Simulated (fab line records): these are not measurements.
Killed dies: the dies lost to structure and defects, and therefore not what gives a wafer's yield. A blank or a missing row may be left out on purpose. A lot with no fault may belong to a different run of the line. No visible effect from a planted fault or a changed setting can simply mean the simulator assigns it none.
What tool caused it? + flow n5-finfet + Sampling: 24 lots, 72 wafers, 6 of 1938 route steps

WHAT EACH GAUGE READ, for each wafer
The record lacks any reading of a measuring or inspecting step that a usual standard deviation could be used to judge.

WHAT TOOL EACH LOT RAN ON (gives the tool, then ch and the chambers of the sampled wafers, and finally the start)
| lot  | N5_BEOL_M0_SAQP_STRIP_75           | N5_BEOL_M0_DEGAS_112         | N5_BEOL_M0_ANNEAL_133        | N5_BEOL_M0_PRE_CLEAN_131         | N5_BEOL_M0_DEP_125              | N5_BEOL_M1_ILD_DEP_00           |
|------|------------------------------------|------------------------------|------------------------------|----------------------------------|---------------------------------|---------------------------------|
| L074 | rie-diel-03 ch 2,3, day 6 03:55    | pvd-sputter-02, day 6 07:55  | pvd-sputter-03, day 6 08:56  | cvd-co-02 ch 2, day 6 11:05      | pecvd-03 ch 0,1, day 6 11:18    | pecvd-04 ch 0,1,2, day 6 11:26  |
| L075 | rie-diel-01 ch 0,1,3, day 6 04:58  | pvd-sputter-02, day 6 07:42  | pvd-sputter-01, day 6 08:51  | cvd-co-02 ch 0,2, day 6 09:54    | pecvd-02 ch 1,2, day 6 10:07    | pecvd-02 ch 0,1,2, day 6 10:14  |
| L076 | rie-diel-01 ch 0,1,3, day 6 08:05  | pvd-sputter-02, day 6 11:14  | pvd-sputter-02, day 6 12:01  | cvd-co-01 ch 0,1,2, day 6 13:00  | pecvd-03 ch 1,2, day 6 13:10    | pecvd-02 ch 0,1, day 6 13:17    |
| L077 | rie-diel-02 ch 0,3, day 6 17:07    | pvd-sputter-01, day 6 21:50  | pvd-sputter-02, day 6 22:49  | cvd-co-01 ch 0,1, day 7 00:23    | pecvd-02 ch 0,2, day 7 00:35    | pecvd-02 ch 0,1,2, day 7 00:43  |
| L078 | rie-diel-03 ch 1,2,3, day 7 02:58  | pvd-sputter-01, day 7 07:08  | pvd-sputter-01, day 7 09:22  | cvd-co-01 ch 0,1, day 7 10:44    | pecvd-04 ch 0,1,2, day 7 10:57  | pecvd-04 ch 0,1,2, day 7 11:04  |
| L079 | rie-diel-03 ch 0,3, day 7 07:02    | pvd-sputter-01, day 7 10:58  | pvd-sputter-03, day 7 13:28  | cvd-co-01 ch 0,1, day 7 14:30    | pecvd-04 ch 1,2, day 7 14:43    | pecvd-01 ch 0,1, day 7 14:52    |
| L081 | rie-diel-03 ch 0,1,3, day 7 10:46  | pvd-sputter-01, day 7 14:45  | pvd-sputter-01, day 7 16:55  | cvd-co-01 ch 0,2, day 7 18:23    | pecvd-04 ch 0,1,2, day 7 18:32  | pecvd-02 ch 0,1,2, day 7 18:40  |
| L080 | rie-diel-02 ch 1,2,3, day 7 15:46  | pvd-sputter-03, day 7 17:44  | pvd-sputter-02, day 7 20:23  | cvd-co-01 ch 0,1, day 7 22:32    | pecvd-02 ch 0,1, day 7 22:41    | pecvd-02 ch 0,1,2, day 7 22:49  |
| L082 | rie-diel-01 ch 2,3, day 7 16:55    | pvd-sputter-03, day 7 23:19  | pvd-sputter-01, day 8 00:43  | cvd-co-01 ch 0,1,2, day 8 01:44  | pecvd-02 ch 0,1,2, day 8 01:53  | pecvd-04 ch 0,1,2, day 8 02:01  |
| L083 | rie-diel-03 ch 0,3, day 8 04:13    | pvd-sputter-01, day 8 08:38  | pvd-sputter-03, day 8 09:38  | cvd-co-02 ch 1,2, day 8 16:09    | pecvd-02 ch 0,2, day 8 16:19    | pecvd-04 ch 0,2, day 8 16:26    |
| L084 | rie-diel-03 ch 0,2,3, day 8 07:44  | pvd-sputter-03, day 8 11:59  | pvd-sputter-03, day 8 12:41  | cvd-co-02 ch 0,1,2, day 8 18:10  | pecvd-02 ch 0,1, day 8 18:19    | pecvd-04 ch 0,2, day 8 18:27    |
| L085 | rie-diel-02 ch 1,3, day 8 15:24    | pvd-sputter-03, day 8 18:59  | pvd-sputter-03, day 8 19:43  | cvd-co-01 ch 0,2, day 9 00:28    | pecvd-04 ch 0,2, day 9 00:38    | pecvd-02 ch 0,1, day 9 00:47    |
| L086 | rie-diel-03 ch 0,2,3, day 8 17:05  | pvd-sputter-02, day 8 19:45  | pvd-sputter-02, day 8 20:28  | cvd-co-02 ch 1,2, day 9 00:44    | pecvd-03 ch 0,2, day 9 00:53    | pecvd-02 ch 0,1,2, day 9 01:01  |
| L087 | rie-diel-02 ch 0,2,3, day 9 03:29  | pvd-sputter-03, day 9 07:55  | pvd-sputter-01, day 9 09:28  | cvd-co-02 ch 0,1,2, day 9 10:27  | pecvd-04 ch 0,1, day 9 10:37    | pecvd-02 ch 0,1, day 9 10:44    |
| L088 | rie-diel-01 ch 2,3, day 9 06:28    | pvd-sputter-03, day 9 08:11  | pvd-sputter-01, day 9 09:54  | cvd-co-02 ch 0,2, day 9 11:35    | pecvd-02 ch 0,1,2, day 9 11:45  | pecvd-01 ch 1,2, day 9 11:53    |
| L089 | rie-diel-01 ch 0,1,2, day 9 09:58  | pvd-sputter-03, day 9 18:37  | pvd-sputter-03, day 9 19:51  | cvd-co-01 ch 0,2, day 9 22:22    | pecvd-03 ch 0,1, day 9 22:31    | pecvd-04 ch 1,2, day 9 22:40    |
| L090 | rie-diel-01 ch 1,2,3, day 9 16:28  | pvd-sputter-03, day 10 09:58 | pvd-sputter-01, day 10 12:29 | cvd-co-02 ch 0,1,2, day 10 14:48 | pecvd-02 ch 0,1, day 10 14:57   | pecvd-04 ch 0,1,2, day 10 15:05 |
| L091 | rie-diel-02 ch 0,2,3, day 9 22:13  | pvd-sputter-01, day 10 04:05 | pvd-sputter-03, day 10 09:19 | cvd-co-01 ch 0,2, day 10 12:33   | pecvd-02 ch 0,1,2, day 10 12:42 | pecvd-02 ch 1,2, day 10 12:50   |
| L092 | rie-diel-01 ch 0,1, day 10 09:50   | pvd-sputter-01, day 10 13:31 | pvd-sputter-03, day 10 16:14 | cvd-co-01 ch 0,1,2, day 10 19:34 | pecvd-03 ch 0,1,2, day 10 19:43 | pecvd-01 ch 0,1,2, day 10 19:50 |
| L093 | rie-diel-01 ch 0,2,3, day 10 16:19 | pvd-sputter-03, day 10 20:12 | pvd-sputter-02, day 10 21:07 | cvd-co-01 ch 0,1,2, day 11 01:43 | pecvd-04 ch 0,1,2, day 11 01:52 | pecvd-02 ch 0,2, day 11 02:01   |
| L094 | rie-diel-01 ch 0,2,3, day 10 22:34 | pvd-sputter-03, day 11 02:22 | pvd-sputter-03, day 11 04:36 | cvd-co-02 ch 0,1,2, day 11 08:37 | pecvd-02 ch 0,1,2, day 11 08:46 | pecvd-02 ch 0,1,2, day 11 08:54 |
| L095 | rie-diel-01 ch 1,2,3, day 11 09:16 | pvd-sputter-01, day 11 11:10 | pvd-sputter-02, day 11 11:59 | cvd-co-01 ch 1,2, day 11 14:26   | pecvd-02 ch 1,2, day 11 14:35   | pecvd-04 ch 0,1, day 11 14:43   |
| L096 | rie-diel-01 ch 0,1, day 11 15:49   | pvd-sputter-02, day 12 03:21 | pvd-sputter-03, day 12 04:10 | cvd-co-02 ch 0,1, day 12 05:55   | pecvd-04 ch 0,1,2, day 12 06:04 | pecvd-01 ch 0,1, day 12 06:12   |
| L097 | rie-diel-01 ch 1,2, day 11 17:04   | pvd-sputter-02, day 12 04:02 | pvd-sputter-03, day 12 05:11 | cvd-co-02 ch 0,2, day 12 06:26   | pecvd-04 ch 1,2, day 12 06:35   | pecvd-01 ch 0,1, day 12 06:43   |
- N5_BEOL_M0_SAQP_STRIP_75: strips in CF4.
- N5_BEOL_M0_DEGAS_112: time 60 s.
- N5_BEOL_M0_ANNEAL_133: time 60 s.
- N5_BEOL_M0_PRE_CLEAN_131: time 15 s.
- N5_BEOL_M0_DEP_125: deposits SiCN from 3MS/NH3, target thk 8 nm, time 14 s.
- N5_BEOL_M1_ILD_DEP_00: deposits SiOC from DEMS/O2, target thk 79 nm, time 15.3 s.

AS READ BY THE TOOLS THEMSELVES (means over the sampled wafers that have a number; for cases with no such wafer, the mark the record gives instead)
N5_BEOL_M0_SAQP_STRIP_75.
| lot  | tool        | drypump-motor-current-A (A) | oes-product-au (a.u.) | power-w (W) | rf-vpp-V (V) | showerhead-plenum-p-Torr (Torr) | throttle-valve-pct (%) |
|------|-------------|-----------------------------|-----------------------|-------------|--------------|---------------------------------|------------------------|
| L074 | rie-diel-03 | 5.4                         | 0.178                 | 299.5       | 270.8        | 1.80                            | 13.87                  |
| L075 | rie-diel-01 | 6.1                         | 0.174                 | 299.9       | 270.9        | 1.76                            | 13.76                  |
| L076 | rie-diel-01 | 6.1                         | 0.172                 | 299.7       | 269.8        | 1.76                            | 13.76                  |
| L077 | rie-diel-02 | 5.5                         | 0.209                 | 300.4       | 271.3        | 1.82                            | 13.35                  |
| L078 | rie-diel-03 | 5.6                         | 0.172                 | 300.5       | 270.5        | 1.76                            | 13.95                  |
| L079 | rie-diel-03 | 5.5                         | 0.173                 | 298.8       | 270.8        | 1.79                            | 13.85                  |
| L081 | rie-diel-03 | 5.6                         | 0.170                 | 300.1       | 270.5        | 1.75                            | 13.87                  |
| L080 | rie-diel-02 | 5.4                         | 0.184                 | 300.6       | 273.5        | 1.85                            | 13.76                  |
| L082 | rie-diel-01 | 5.8                         | 0.169                 | 299.9       | 272.7        | 1.82                            | 13.92                  |
| L083 | rie-diel-03 | 5.4                         | 0.169                 | 300.2       | 270.8        | 1.78                            | 13.77                  |
| L084 | rie-diel-03 | 5.4                         | 0.174                 | 300.3       | 271.5        | 1.79                            | 13.84                  |
| L085 | rie-diel-02 | 5.4                         | 0.183                 | 300.2       | 273.1        | 1.87                            | 13.71                  |
| L086 | rie-diel-03 | 5.4                         | 0.170                 | 300.6       | 271.3        | 1.79                            | 13.85                  |
| L087 | rie-diel-02 | 5.5                         | 0.191                 | 300.2       | 271.7        | 1.82                            | 13.61                  |
| L088 | rie-diel-01 | 6.2                         | 0.167                 | 299.9       | 271.3        | 1.77                            | 13.84                  |
| L089 | rie-diel-01 | 5.8                         | 0.167                 | 300.3       | 271.6        | 1.81                            | 13.90                  |
| L090 | rie-diel-01 | 6.0                         | 0.165                 | 299.4       | 271.1        | 1.78                            | 13.86                  |
| L091 | rie-diel-02 | 5.5                         | 0.189                 | 300.5       | 271.0        | 1.82                            | 13.62                  |
| L092 | rie-diel-01 | 6.0                         | 0.169                 | 300.2       | 271.8        | 1.78                            | 13.84                  |
| L093 | rie-diel-01 | 5.9                         | 0.166                 | 299.9       | 270.9        | 1.79                            | 13.90                  |
| L094 | rie-diel-01 | 5.9                         | 0.164                 | 300.4       | 270.5        | 1.79                            | 13.90                  |
| L095 | rie-diel-01 | 6.0                         | 0.169                 | 300.2       | 270.9        | 1.78                            | 13.89                  |
| L096 | rie-diel-01 | 5.9                         | 0.164                 | 300.2       | 271.0        | 1.78                            | 13.87                  |
| L097 | rie-diel-01 | 5.8                         | 0.167                 | 300.1       | 271.7        | 1.80                            | 13.93                  |

N5_BEOL_M0_DEGAS_112.
| lot  | tool           | heater-power-w (W) |
|------|----------------|--------------------|
| L074 | pvd-sputter-02 | 328                |
| L075 | pvd-sputter-02 | 337                |
| L076 | pvd-sputter-02 | 347                |
| L077 | pvd-sputter-01 | 347                |
| L078 | pvd-sputter-01 | 301                |
| L079 | pvd-sputter-01 | 307                |
| L081 | pvd-sputter-01 | 312                |
| L080 | pvd-sputter-03 | 340                |
| L082 | pvd-sputter-03 | 338                |
| L083 | pvd-sputter-01 | 257                |
| L084 | pvd-sputter-03 | 330                |
| L085 | pvd-sputter-03 | 322                |
| L086 | pvd-sputter-02 | 360                |
| L087 | pvd-sputter-03 | 356                |
| L088 | pvd-sputter-03 | 307                |
| L089 | pvd-sputter-03 | 311                |
| L090 | pvd-sputter-03 | 314                |
| L091 | pvd-sputter-01 | 350                |
| L092 | pvd-sputter-01 | 300                |
| L093 | pvd-sputter-03 | 341                |
| L094 | pvd-sputter-03 | 313                |
| L095 | pvd-sputter-01 | 303                |
| L096 | pvd-sputter-02 | 364                |
| L097 | pvd-sputter-02 | 361                |

N5_BEOL_M0_ANNEAL_133.
| lot  | tool           | heater-power-w (W) |
|------|----------------|--------------------|
| L074 | pvd-sputter-03 | 810                |
| L075 | pvd-sputter-01 | 764                |
| L076 | pvd-sputter-02 | 834                |
| L077 | pvd-sputter-02 | 865                |
| L078 | pvd-sputter-01 | 860                |
| L079 | pvd-sputter-03 | 908                |
| L081 | pvd-sputter-01 | 754                |
| L080 | pvd-sputter-02 | 830                |
| L082 | pvd-sputter-01 | 658                |
| L083 | pvd-sputter-03 | 816                |
| L084 | pvd-sputter-03 | 777                |
| L085 | pvd-sputter-03 | 876                |
| L086 | pvd-sputter-02 | 939                |
| L087 | pvd-sputter-01 | 757                |
| L088 | pvd-sputter-01 | 765                |
| L089 | pvd-sputter-03 | 873                |
| L090 | pvd-sputter-01 | 773                |
| L091 | pvd-sputter-03 | 812                |
| L092 | pvd-sputter-03 | 836                |
| L093 | pvd-sputter-02 | 944                |
| L094 | pvd-sputter-03 | 762                |
| L095 | pvd-sputter-02 | 906                |
| L096 | pvd-sputter-03 | 878                |
| L097 | pvd-sputter-03 | 879                |

N5_BEOL_M0_PRE_CLEAN_131.
| lot  | tool      | heater-power-w (W) |
|------|-----------|--------------------|
| L074 | cvd-co-02 | 65                 |
| L075 | cvd-co-02 | 70                 |
| L076 | cvd-co-01 | 88                 |
| L077 | cvd-co-01 | 90                 |
| L078 | cvd-co-01 | 100                |
| L079 | cvd-co-01 | 99                 |
| L081 | cvd-co-01 | 99                 |
| L080 | cvd-co-01 | 89                 |
| L082 | cvd-co-01 | 89                 |
| L083 | cvd-co-02 | 77                 |
| L084 | cvd-co-02 | 77                 |
| L085 | cvd-co-01 | 99                 |
| L086 | cvd-co-02 | 73                 |
| L087 | cvd-co-02 | 78                 |
| L088 | cvd-co-02 | 77                 |
| L089 | cvd-co-01 | 99                 |
| L090 | cvd-co-02 | 79                 |
| L091 | cvd-co-01 | 99                 |
| L092 | cvd-co-01 | 88                 |
| L093 | cvd-co-01 | 89                 |
| L094 | cvd-co-02 | 78                 |
| L095 | cvd-co-01 | 81                 |
| L096 | cvd-co-02 | 86                 |
| L097 | cvd-co-02 | 77                 |

N5_BEOL_M0_DEP_125.
| lot  | tool     | showerhead-plenum-p-Torr (Torr) | throttle-valve-pct (%) |
|------|----------|---------------------------------|------------------------|
| L074 | pecvd-03 | 3.675                           | 9.2                    |
| L075 | pecvd-02 | 3.666                           | 8.6                    |
| L076 | pecvd-03 | 3.670                           | 9.1                    |
| L077 | pecvd-02 | 3.659                           | 9.4                    |
| L078 | pecvd-04 | 3.661                           | 9.0                    |
| L079 | pecvd-04 | 3.673                           | 9.4                    |
| L081 | pecvd-04 | 3.667                           | 9.2                    |
| L080 | pecvd-02 | 3.657                           | 9.3                    |
| L082 | pecvd-02 | 3.661                           | 8.9                    |
| L083 | pecvd-02 | 3.654                           | 9.3                    |
| L084 | pecvd-02 | 3.664                           | 9.1                    |
| L085 | pecvd-04 | 3.654                           | 9.0                    |
| L086 | pecvd-03 | 3.667                           | 9.5                    |
| L087 | pecvd-04 | 3.662                           | 9.2                    |
| L088 | pecvd-02 | 3.656                           | 9.0                    |
| L089 | pecvd-03 | 3.671                           | 9.7                    |
| L090 | pecvd-02 | 3.667                           | 9.2                    |
| L091 | pecvd-02 | 3.666                           | 9.0                    |
| L092 | pecvd-03 | 3.672                           | 8.9                    |
| L093 | pecvd-04 | 3.668                           | 9.3                    |
| L094 | pecvd-02 | 3.660                           | 9.0                    |
| L095 | pecvd-02 | 3.663                           | 8.6                    |
| L096 | pecvd-04 | 3.670                           | 9.3                    |
| L097 | pecvd-04 | 3.675                           | 9.2                    |

N5_BEOL_M1_ILD_DEP_00.
| lot  | tool     | heater-power-w (W) | showerhead-plenum-p-Torr (Torr) | throttle-valve-pct (%) |
|------|----------|--------------------|---------------------------------|------------------------|
| L074 | pecvd-04 | 441                | 5.700                           | 12.0                   |
| L075 | pecvd-02 | 550                | 5.682                           | 11.9                   |
| L076 | pecvd-02 | 571                | 5.686                           | 12.4                   |
| L077 | pecvd-02 | 540                | 5.687                           | 11.7                   |
| L078 | pecvd-04 | 445                | 5.696                           | 11.9                   |
| L079 | pecvd-01 | 507                | 5.687                           | 11.6                   |
| L081 | pecvd-02 | 541                | 5.692                           | 11.8                   |
| L080 | pecvd-02 | 566                | 5.695                           | 11.7                   |
| L082 | pecvd-04 | 433                | 5.700                           | 12.0                   |
| L083 | pecvd-04 | 452                | 5.685                           | 12.1                   |
| L084 | pecvd-04 | 410                | 5.689                           | 11.9                   |
| L085 | pecvd-02 | 528                | 5.701                           | 12.4                   |
| L086 | pecvd-02 | 511                | 5.684                           | 11.8                   |
| L087 | pecvd-02 | 513                | 5.694                           | 12.4                   |
| L088 | pecvd-01 | 379                | 5.696                           | 11.9                   |
| L089 | pecvd-04 | 452                | 5.708                           | 12.2                   |
| L090 | pecvd-04 | 447                | 5.693                           | 12.0                   |
| L091 | pecvd-02 | 580                | 5.689                           | 11.2                   |
| L092 | pecvd-01 | 424                | 5.694                           | 11.5                   |
| L093 | pecvd-02 | 541                | 5.683                           | 11.7                   |
| L094 | pecvd-02 | 534                | 5.684                           | 11.8                   |
| L095 | pecvd-04 | 405                | 5.684                           | 12.1                   |
| L096 | pecvd-01 | 489                | 5.692                           | 11.6                   |
| L097 | pecvd-01 | 427                | 5.695                           | 12.0                   |

THE ANSWER, worked out from the rows above alone
Rule: usual is defined by the lots themselves. Put in order of their means at a reading, lots are off if they are a third of the lots or fewer, leave a main group of 4 or more, and stand apart from it by a gap of 3 or more times the standard deviation of the main group's means; of several such gaps the widest counts. Not used: any main group whose means are identical at the precision the tables above print for the reading. A lot without any number at a reading at which 4 lots or more have one is off too. Where the step has rows for the other lots, those lots are counted as sound. Order of review: gauges by route order, followed by the tools' own readings, for which a lot's mean as printed above is used. At the first step where some lot is off, the reading lying furthest off is the one used; lots without a number count as furthest.
No lot is off at any reading shown: from this, nothing can be told.

WHAT THE SIMULATOR HAD PUT IN
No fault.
